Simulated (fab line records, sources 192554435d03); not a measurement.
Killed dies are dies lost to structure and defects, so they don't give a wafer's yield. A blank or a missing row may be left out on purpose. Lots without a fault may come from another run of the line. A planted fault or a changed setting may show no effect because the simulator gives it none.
fab line records | flow n5_finfet
record lots=15 wafers=45 last_day=18
route steps=1938 shown BEOL_M11@1596 BEOL_M12@1602
lots that met no fault: from a run of the same line without faults
start_h: hours from the record's first day to the start of the lot's first wafer shown | wait_h: hours since the lot's step before | " the same as in the row above | L1.1+2: a row that stands for several wafers | - no value, or no start given | * or withheld: withheld | < > ~ a bound
route shown NAME@n: a module of which the file shows steps, and the number in the route of the first | usual: mean/standard deviation of fault-free wafers | same: alike in all rows | chamber/n: place in a boat | sites: the reading at each site | _std_site: their standard deviation | _edge_site: outer sites' mean less inner sites' | radius_mm: how far each site lies from the wafer's centre | mask NAME#n: copy n | behind: the tool/chamber that last shaped the wafer | hold: why the lot was held/for how many hours/how that ended | device: the transistor (n, p or np) that didn't switch | end of line: the same wafers' tests at the end of the route | a step without rows: its recipe alone | killed: dies lost to structure and defects at the first sort, not the wafer's yield | map: a wafer's dies, x killed, . not, _ none there
set.NAME: the setting as run; set.NAME@STEP: as run at that earlier step | model.NAME: the simulator's own value behind a step, which no gauge read
steps of the route over a sample of lots; a table a step, a row a wafer
services: from which hour (start_h, from the record's first day; less than 0 if before it) a tool's chamber was out of use, for how many hours, and why
## steps
# step N5_BEOL_M11_CMP_52
# recipe stop_on=SiCOH_lowk t_overpolish_s=7 down_force_psi=1 platen_rpm=50 clearing_platen_down_force_psi=1.5 clearing_platen_rpm=50 post_cmp_clean=cu_alkaline target_thk_nm=140 clearing_platen_pad_velocity_m_s=0.99484 pad_velocity_m_s=0.99484
# usual barrier_field_endpoint_s=28.7/0.76 clearing_platen_rpm=49.996/0.028 motor_current_A=6.0/0.7 overpolish_run_s=7.001/0.0094 time_to_endpoint_s=66.2/2.7
# same t_overpolish_s=7
# columns lot.wafer tool chamber start_h wait_h barrier_field_endpoint_s clearing_platen_rpm motor_current_A overpolish_run_s time_to_endpoint_s
L709.4 cmp-01 3 272.05 0.2 29.2 49.994 6.0 6.974 66.4
L709.5 " 0 " " 28.1 50.037 5.6 6.979 59.8
L709.6 " 1 " " 27.4 49.964 5.0 7.004 62.7
L710.2 cmp-01 2 273.42 0.4 29.3 50.001 6.8 7.025 66.5
L710.5 " 1 " " 28.9 50.034 5.2 6.997 67.6
L710.6 " 2 " " 30.0 50.008 7.0 7.004 65.2
L711.3 cmp-01 1 277.87 0.2 29.2 49.925 4.9 7.005 66.4
L711.4 " 3 " " 29.6 50.000 6.2 7.002 68.6
L711.6 " 0 " " 28.7 50.023 5.6 6.998 63.9
L712.2 cmp-03 1 277.91 0.2 29.9 49.970 6.2 6.999 67.6
L712.4 " 2 " " 30.2 50.012 5.6 7.001 67.3
L712.3 " 3 " " 29.6 50.022 6.2 6.985 69.5
L713.2 cmp-03 2 282.13 0.2 27.3 50.013 5.3 7.011 63.6
L713.6 " 2 " " 27.5 50.017 5.4 7.002 63.8
L713.5 " 3 " " 28.8 49.993 6.5 7.014 66.3
L721.1 cmp-03 0 321.70 0.3 27.5 50.042 6.1 7.000 64.1
L721.5 " 2 " " 28.7 50.008 5.6 7.003 65.3
L721.6 " 3 " " 29.2 49.973 6.6 7.017 65.2
L722.2 cmp-02 3 344.84 0.3 26.7 49.970 5.5 6.990 58.1
L722.5 " 0 " " 28.4 49.903 6.8 6.992 62.1
L722.6 " 1 " " 28.4 49.980 7.5 7.004 65.9
L725.4 cmp-03 0 349.87 0.1 28.8 49.979 6.1 7.006 63.9
L725.1 " 2 " " 28.2 49.990 5.5 6.994 64.0
L725.6 " 1 " " 29.5 49.948 6.2 7.006 69.8
L723.4 cmp-01 1 355.68 0.1 29.4 49.997 4.9 7.003 70.3
L723.1 " 3 " " 29.5 50.013 6.3 7.000 70.2
L723.3 " 0 " " 28.9 49.977 5.2 7.006 68.8
L724.1 cmp-01 3 357.05 0.3 28.8 50.015 6.7 7.008 67.8
L724.2 " 1 " " 30.2 50.001 4.8 6.988 72.1
L724.3 " 2 " " 28.9 50.007 6.8 7.006 66.3
L726.4 cmp-02 0 363.85 0.1 28.6 49.994 6.5 7.011 62.9
L726.1 " 2 " " 28.3 49.951 5.7 7.021 66.7
L726.2 " 3 " " 28.2 49.997 5.4 6.997 64.1
L727.1 cmp-01 1 367.52 0.3 28.7 49.983 4.9 7.009 71.3
L727.6 " 1 " " 29.2 50.006 4.8 7.007 71.2
L727.5 " 2 " " 28.7 49.992 7.0 6.998 67.6
L728.3 cmp-01 0 374.63 0.3 27.9 50.009 5.4 7.010 60.9
L728.5 " 1 " " 29.4 50.015 5.0 7.001 65.2
L728.6 " 2 " " 28.5 49.971 7.0 7.000 65.7
L729.2 cmp-01 0 392.10 0.2 27.4 49.977 5.3 6.997 67.4
L729.1 " 2 " " 27.4 49.967 6.6 6.999 64.4
L729.4 " 3 " " 28.1 49.987 6.3 7.014 71.0
L730.3 cmp-01 2 401.09 0.2 29.1 49.981 6.7 6.996 66.1
L730.2 " 3 " " 28.4 49.986 6.2 7.003 68.5
L730.5 " 3 " " 30.5 49.981 6.3 6.998 69.6
# step N5_BEOL_M12_ILD_DEP_00
# recipe material=SiOC target_thk_a=6589.2 temp_c=350 precursor=DEMS/O2 pressure_torr=5 rf_w=500 time_s=130.7
# usual chamber_pressure_Torr=5.001/0.011 heater_power_outer_w=271/64 heater_power_w=513/91 showerhead_plenum_p_Torr=5.697/0.015 throttle_valve_pct=12.3/0.82
# columns lot.wafer tool chamber start_h wait_h chamber_pressure_Torr heater_power_outer_w heater_power_w showerhead_plenum_p_Torr throttle_valve_pct
L709.4 pecvd-01 2 272.47 0.1 - - - - -
L709.5 " 1 " " - - - - -
L709.6 " 0 " " - - - - -
L710.2 pecvd-02 0 273.90 0.0 - - - - -
L710.5 " 1 " " - - - - -
L710.6 " 0 " " - - - - -
L711.3 pecvd-03 1 278.31 0.0 - - - - -
L711.4 " 2 " " - - - - -
L711.6 " 1 " " - - - - -
L712.2 pecvd-01 0 278.39 0.0 5.010 362 671 5.689 14.4
L712.3 " 0 " " 5.007 387 706 5.699 14.5
L712.4 " 2 " " 4.990 250 459 5.701 12.0
L713.2 pecvd-01 2 282.61 0.0 5.004 217 430 5.688 11.9
L713.5 " 2 " " 5.005 256 472 5.680 11.9
L713.6 " 1 " " 5.004 245 458 5.707 11.7
L721.1 pecvd-02 1 322.11 0.0 4.992 244 456 5.696 12.9
L721.5 " 2 " " 4.995 247 462 5.697 11.5
L721.6 " 0 " " 5.018 182 442 5.708 11.9
L722.2 pecvd-02 1 345.21 0.0 4.994 214 434 5.702 12.9
L722.5 " 2 " " 5.007 263 491 5.701 11.3
L722.6 " 0 " " 5.018 175 429 5.708 12.0
L725.1 pecvd-02 2 350.35 0.0 5.018 268 494 5.698 11.3
L725.4 " 2 " " 5.016 198 403 5.713 11.5
L725.6 " 0 " " 5.006 259 538 5.702 12.2
L723.1 pecvd-03 1 356.16 0.0 4.998 336 560 5.669 12.8
L723.3 " 2 " " 4.995 201 431 5.697 11.9
L723.4 " 0 " " 4.998 326 625 5.708 12.8
L724.1 pecvd-03 2 357.54 0.0 5.004 241 454 5.705 11.4
L724.2 " 1 " " 4.985 379 625 5.675 12.5
L724.3 " 0 " " 5.010 298 569 5.708 12.8
L726.1 pecvd-03 2 364.33 0.0 5.014 228 440 5.692 11.5
L726.2 " 0 " " 5.015 345 648 5.709 12.9
L726.4 " 0 " " 5.014 363 653 5.720 12.9
L727.1 pecvd-03 0 368.00 0.0 5.000 311 596 5.708 12.7
L727.5 " 2 " " 5.017 170 381 5.708 11.6
L727.6 " 0 " " 4.983 336 634 5.710 12.9
L728.3 pecvd-02 2 375.00 0.0 4.993 268 488 5.690 11.4
L728.5 " 1 " " 5.003 209 427 5.706 12.6
L728.6 " 2 " " 4.998 271 493 5.693 11.5
L729.1 pecvd-02 2 392.58 0.0 4.999 233 455 5.705 11.4
L729.2 " 1 " " 5.000 207 417 5.688 12.8
L729.4 " 1 " " 4.979 230 451 5.706 12.7
L730.2 pecvd-01 2 401.57 0.0 5.000 233 425 5.700 11.9
L730.3 " 2 " " 5.001 243 457 5.693 12.0
L730.5 " 0 " " 4.989 373 668 5.691 14.4
# step N5_BEOL_M12_OVL_MEAS_11
# recipe points_per_wafer=44
# usual V11_OVL=-1/4.4
# columns lot.wafer tool chamber start_h wait_h V11_OVL[nm]
L709.4 overlay-02 0 272.88 0.0 -1
L709.5 " 0 " " 2
L709.6 " 0 " " 1
L710.2 overlay-01 0 274.54 0.0 -5
L710.5 " 0 " " -12
L710.6 " 0 " " -12
L711.3 overlay-01 0 278.78 0.0 -2
L711.4 " 0 " " -4
L711.6 " 0 " " -7
L712.2 overlay-02 0 279.03 0.0 -4
L712.3 " 0 " " -6
L712.4 " 0 " " -4
L713.2 overlay-02 0 283.13 0.0 0
L713.5 " 0 " " 3
L713.6 " 0 " " -6
L721.1 overlay-02 0 322.70 0.0 -4
L721.5 " 0 " " 1
L721.6 " 0 " " -5
L722.2 overlay-01 0 345.80 0.0 -5
L722.5 " 0 " " 2
L722.6 " 0 " " 0
L725.1 overlay-01 0 350.82 0.0 8
L725.4 " 0 " " 7
L725.6 " 0 " " 1
L723.1 overlay-01 0 356.64 0.0 -6
L723.3 " 0 " " 2
L723.4 " 0 " " 2
L724.1 overlay-02 0 358.00 0.0 -3
L724.2 " 0 " " -2
L724.3 " 0 " " 6
L726.1 overlay-02 0 364.80 0.0 2
L726.2 " 0 " " -6
L726.4 " 0 " " 1
L727.1 overlay-01 0 368.59 0.0 0
L727.5 " 0 " " -3
L727.6 " 0 " " -1
L728.3 overlay-02 0 375.47 0.0 -1
L728.5 " 0 " " -1
L728.6 " 0 " " 2
L729.1 overlay-02 0 393.17 0.0 -5
L729.2 " 0 " " 8
L729.4 " 0 " " 3
L730.2 overlay-02 0 402.08 0.0 6
L730.3 " 0 " " 7
L730.5 " 0 " " 0
# step N5_BEOL_M12_INSPECT_12
# recipe mode=adi inspect_instrument=macro
# usual raw_defect_count=2.1/1.4
# columns lot.wafer tool chamber start_h wait_h raw_defect_count
L709.4 defect_inspect-01 - 272.91 0.0 4
L709.5 " - " " 3
L709.6 " - " " 1
L710.2 defect_inspect-01 - 274.56 0.0 4
L710.5 " - " " 0
L710.6 " - " " 2
L711.3 defect_inspect-02 - 278.80 0.0 2
L711.4 " - " " 3
L711.6 " - " " 4
L712.2 defect_inspect-02 - 279.06 0.0 1
L712.3 " - " " 2
L712.4 " - " " 1
L713.2 defect_inspect-02 - 283.15 0.0 1
L713.5 " - " " 2
L713.6 " - " " 2
L721.1 defect_inspect-02 - 322.73 0.0 3
L721.5 " - " " 0
L721.6 " - " " 2
L722.2 defect_inspect-01 - 345.82 0.0 4
L722.5 " - " " 4
L722.6 " - " " 3
L725.1 defect_inspect-02 - 350.84 0.0 4
L725.4 " - " " 5
L725.6 " - " " 1
L723.1 defect_inspect-02 - 356.67 0.0 2
L723.3 " - " " 5
L723.4 " - " " 1
L724.1 defect_inspect-02 - 358.02 0.0 3
L724.2 " - " " 0
L724.3 " - " " 2
L726.1 defect_inspect-01 - 364.82 0.0 1
L726.2 " - " " 1
L726.4 " - " " 1
L727.1 defect_inspect-01 - 368.61 0.0 1
L727.5 " - " " 5
L727.6 " - " " 1
L728.3 defect_inspect-01 - 375.49 0.0 3
L728.5 " - " " 1
L728.6 " - " " 2
L729.1 defect_inspect-02 - 393.19 0.0 3
L729.2 " - " " 3
L729.4 " - " " 1
L730.2 defect_inspect-01 - 402.11 0.0 3
L730.3 " - " " 4
L730.5 " - " " 2
# step N5_BEOL_M12_VIA_ETCH_16
# recipe chemistry=C4F8/O2/Ar target=SiOC pressure_mtorr=30 source_w=3000 bias_w=700 Ar_flow_sccm=400 C4F8_flow_sccm=15 O2_flow_sccm=8 he_inner_torr=15 he_outer_torr=30 target_depth_a=7248 time_s=withheld ion_energy_ev=250 ends=cleared
# usual drypump_motor_current_A=5.7/0.4 oes_product_au=0.74/0.083 rf_vpp_V=666/3.6 showerhead_plenum_p_Torr=3.43/0.13 throttle_valve_pct=24.23/0.25
# columns lot.wafer tool chamber start_h wait_h drypump_motor_current_A oes_product_au rf_vpp_V showerhead_plenum_p_Torr throttle_valve_pct
L709.4 rie_diel-06 0 273.03 0.0 6.5 0.27 662 3.28 24.10
L709.5 " 3 " " 5.6 0.31 661 3.34 24.40
L709.6 " 0 " " 6.5 0.29 661 3.28 24.10
L710.2 rie_diel-03 1 274.68 0.0 5.7 0.35 669 3.51 24.26
L710.5 " 1 " " 5.7 0.35 670 3.51 24.23
L710.6 " 2 " " 5.8 0.33 671 3.63 24.26
L711.3 rie_diel-06 2 279.02 0.0 5.4 0.34 669 3.46 23.82
L711.4 " 1 " " 5.5 0.32 663 3.31 23.55
L711.6 " 1 " " 5.5 0.32 664 3.31 23.55
L712.2 rie_diel-06 2 279.29 0.0 5.4 0.80 667 3.46 23.97
L712.3 " 0 " " 6.5 0.66 662 3.28 24.24
L712.4 " 3 " " 5.5 0.76 664 3.34 24.54
L713.2 rie_diel-01 0 283.27 0.0 5.5 0.64 670 3.52 24.27
L713.5 " 3 " " 5.5 0.64 664 3.36 24.16
L713.6 " 0 " " 5.5 0.64 670 3.52 24.27
L721.1 rie_diel-01 0 322.85 0.0 5.5 0.63 669 3.51 24.29
L721.5 " 3 " " 5.5 0.63 663 3.35 24.19
L721.6 " 1 " " 5.4 0.86 672 3.63 24.47
L722.2 rie_diel-01 2 345.98 0.1 5.8 0.85 662 3.36 23.99
L722.5 " 1 " " 5.3 0.83 672 3.62 24.50
L722.6 " 2 " " 5.8 0.84 664 3.36 24.01
L725.1 rie_diel-01 1 351.09 0.1 5.4 0.83 672 3.62 24.48
L725.4 " 2 " " 5.8 0.83 664 3.36 23.99
L725.6 " 1 " " 5.3 0.83 671 3.62 24.49
L723.1 rie_diel-03 2 356.79 0.0 5.8 0.74 672 3.61 24.42
L723.3 " 1 " " 5.7 0.81 667 3.50 24.40
L723.4 " 3 " " 6.6 0.68 668 3.55 24.08
L724.1 rie_diel-06 1 358.36 0.0 5.5 0.74 662 3.29 23.71
L724.2 " 2 " " 5.3 0.77 666 3.44 24.01
L724.3 " 3 " " 5.5 0.73 662 3.33 24.58
L726.1 rie_diel-03 1 364.98 0.0 5.7 0.81 667 3.50 24.39
L726.2 " 2 " " 5.7 0.74 670 3.61 24.41
L726.4 " 3 " " 6.6 0.68 670 3.55 24.10
L727.1 rie_diel-01 2 368.79 0.0 5.8 0.81 663 3.35 23.99
L727.5 " 2 " " 5.8 0.81 663 3.35 24.00
L727.6 " 1 " " 5.4 0.81 670 3.62 24.51
L728.3 rie_diel-03 1 375.61 0.0 5.7 0.79 667 3.49 24.41
L728.5 " 2 " " 5.7 0.74 670 3.61 24.44
L728.6 " 1 " " 5.7 0.80 667 3.49 24.41
L729.1 rie_diel-03 0 393.40 0.0 5.3 0.88 670 3.64 24.04
L729.2 " 1 " " 5.7 0.78 667 3.49 24.43
L729.4 " 3 " " 6.6 0.67 669 3.55 24.11
L730.2 rie_diel-06 2 402.23 0.0 5.4 0.75 666 3.44 24.02
L730.3 " 0 " " 6.5 0.64 661 3.26 24.29
L730.5 " 2 " " 5.3 0.76 666 3.44 24.00
# step N5_BEOL_M12_CD_MEAS_17
# recipe target_cd_nm=140 polarity=opening
# usual cd_nm=141.2/2.3
# columns lot.wafer tool chamber start_h wait_h cd_nm
L709.4 cd_sem-02 - 273.44 0.0 -
L709.5 " - " " -
L709.6 " - " " -
L710.2 cd_sem-02 - 275.09 0.0 -
L710.5 " - " " -
L710.6 " - " " -
L711.3 cd_sem-01 - 279.43 0.0 -
L711.4 " - " " -
L711.6 " - " " -
L712.2 cd_sem-03 - 279.87 0.0 139.8
L712.3 " - " " 142.4
L712.4 " - " " 143.4
L713.2 cd_sem-01 - 283.68 0.0 138.6
L713.5 " - " " 139.3
L713.6 " - " " 136.4
L721.1 cd_sem-01 - 323.26 0.0 142.8
L721.5 " - " " 142.8
L721.6 " - " " 141.5
L722.2 cd_sem-03 - 346.60 0.0 141.8
L722.5 " - " " 143.1
L722.6 " - " " 139.0
L725.1 cd_sem-01 - 351.74 0.0 144.2
L725.4 " - " " 140.9
L725.6 " - " " 146.0
L723.1 cd_sem-03 - 357.19 0.0 141.0
L723.3 " - " " 144.3
L723.4 " - " " 141.3
L724.1 cd_sem-03 - 358.77 0.0 141.9
L724.2 " - " " 138.8
L724.3 " - " " 138.6
L726.1 cd_sem-02 - 365.39 0.0 141.0
L726.2 " - " " 143.1
L726.4 " - " " 139.4
L727.1 cd_sem-02 - 369.20 0.0 141.4
L727.5 " - " " 138.2
L727.6 " - " " 143.2
L728.3 cd_sem-01 - 376.02 0.0 141.8
L728.5 " - " " 140.4
L728.6 " - " " 141.7
L729.1 cd_sem-02 - 393.81 0.0 141.6
L729.2 " - " " 143.4
L729.4 " - " " 141.6
L730.2 cd_sem-01 - 402.64 0.0 144.3
L730.3 " - " " 143.7
L730.5 " - " " 143.3
## services
# columns tool chamber start_h hours kind
rie_diel-06 2 254.76 7.2 repair
pecvd-01 - 256.66 1.3 repair
cmp-03 - 263.43 1.4 repair
pecvd-02 2 271.16 5.5 scheduled_down
cmp-03 - 286.11 1.6 repair
pecvd-01 2 293.32 26.4 repair
pecvd-02 0 298.62 5.5 scheduled_down
cmp-01 - 308.39 4.0 pm
cmp-01 - 312.39 - consumable_replace:conditioner
cmp-01 - 312.39 - consumable_replace:pad
cmp-03 - 312.96 3.8 pm
cmp-03 - 324.97 5.1 pm
rie_diel-03 1 331.23 10.9 repair
pecvd-02 0 331.53 2.1 scheduled_down
pecvd-01 - 340.65 9.4 repair
rie_diel-01 0 343.61 9.4 repair
cmp-01 - 348.38 5.5 pm
cmp-03 - 356.03 0.4 repair
rie_diel-01 1 360.24 5.1 repair
rie_diel-06 - 364.60 2.4 repair
cmp-02 - 370.34 4.6 repair
cmp-01 - 387.65 0.8 repair
pecvd-02 - 396.33 0.6 repair
cmp-03 - 401.56 4.0 pm
## key
first_sign step=N5_BEOL_M12_ILD_DEP_00 reading=tool_record direction=missing
effect step=N5_BEOL_M12_VIA_ETCH_16 reading=oes_product_au direction=down sigmas=5 usual=0.74 struck=0.32
effect step=N5_BEOL_M12_CD_MEAS_17 reading=cd_nm direction=missing
met_at N5_BEOL_M12_ILD_DEP_00
struck_lots L709,L710,L711
later_rows_left_out L709.4,L709.5,L709.6,L710.2,L710.5,L710.6,L711.3,L711.4,L711.6
sort_left_out L709.4,L709.5,L709.6,L710.2,L710.5,L710.6,L711.3,L711.4,L711.6
not_acting_at N5_BEOL_M11_CMP_52,N5_BEOL_M12_OVL_MEAS_11,N5_BEOL_M12_INSPECT_12
fault kind=skipped_step_whole tool=pecvd-01,pecvd-02,pecvd-03 chamber=- onset_h=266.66 steps=N5_BEOL_M12_ILD_DEP_00 scope=struck_lots_only
# sort_left_out: the simulated sort isn't trusted on such a fault, so these wafers' sort isn't shown, and their yield isn't known
# later_rows_left_out: the simulator's readings of these wafers behind a module that went badly wrong aren't trusted and aren't shown, but for the sort
